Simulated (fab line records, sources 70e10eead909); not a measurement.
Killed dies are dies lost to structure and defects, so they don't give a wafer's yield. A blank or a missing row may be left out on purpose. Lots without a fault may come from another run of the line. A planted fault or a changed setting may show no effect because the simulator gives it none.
Chamber matching | flow nand_harc | NHARC_A_ZERO_WELL_ETCH_13 on rie_si-02: 4 sister chambers
The step etches the open film in HBr/Cl2, target depth 120 nm, time 40.1 s. 8 wafers are shown with their chamber, then 9 later ones without.

WAFERS WITH THEIR CHAMBER
wafer  | chamber | drypump_motor_current_A (A) | throttle_valve_pct (%)
L076.5 | 1       | 6.2                         | 26.400
L083.2 | 0       | 5.5                         | 26.377
L083.6 | 1       | 6.2                         | 26.409
L084.4 | 0       | 5.6                         | 26.406
L084.5 | 3       | 6.0                         | 26.416
L088.2 | 3       | 6.0                         | 26.405
L088.4 | 2       | 5.7                         | 26.397
L088.6 | 2       | 5.7                         | 26.406

WAFERS WITHOUT THEIR CHAMBER
wafer  | drypump_motor_current_A (A) | throttle_valve_pct (%)
L089.4 | 6.0                         | 26.414
L089.5 | 5.6                         | 26.402
L089.6 | 6.0                         | 26.411
L091.1 | 6.0                         | 26.386
L091.3 | 6.2                         | 26.407
L091.6 | 5.7                         | 26.410
L093.1 | 6.3                         | 26.390
L093.2 | 6.0                         | 26.407
L093.3 | 5.7                         | 26.417

WHICH CHAMBER EACH WENT THROUGH
wafer  | from the rows above     | in truth
L089.4 | 3                       | 3
L089.5 | can't be placed: 0 or 2 | 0
L089.6 | 3                       | 3
L091.1 | 3                       | 3
L091.3 | 1                       | 1
L091.6 | 2                       | 2
L093.1 | 1                       | 1
L093.2 | 3                       | 3
L093.3 | 2                       | 2
Placed correctly: 8 of 9. Can't be placed from these rows: 1 (the true chamber is among the candidates in 1). Placed wrongly: 0.
How it was worked out, from the rows above alone: a wafer's distance from a chamber is the root of the sum, over the readings, of the square of ((its reading less the chamber's mean) divided by the reading's scatter). The wafer belongs to the nearest chamber; if the next one is less than 2 further off, it can't be placed. A chamber's mean is the mean of its shown wafers. The scatter: the root of (the sum of the squares of (reading less its chamber's mean) over the shown wafers, divided by (wafers less chambers)).
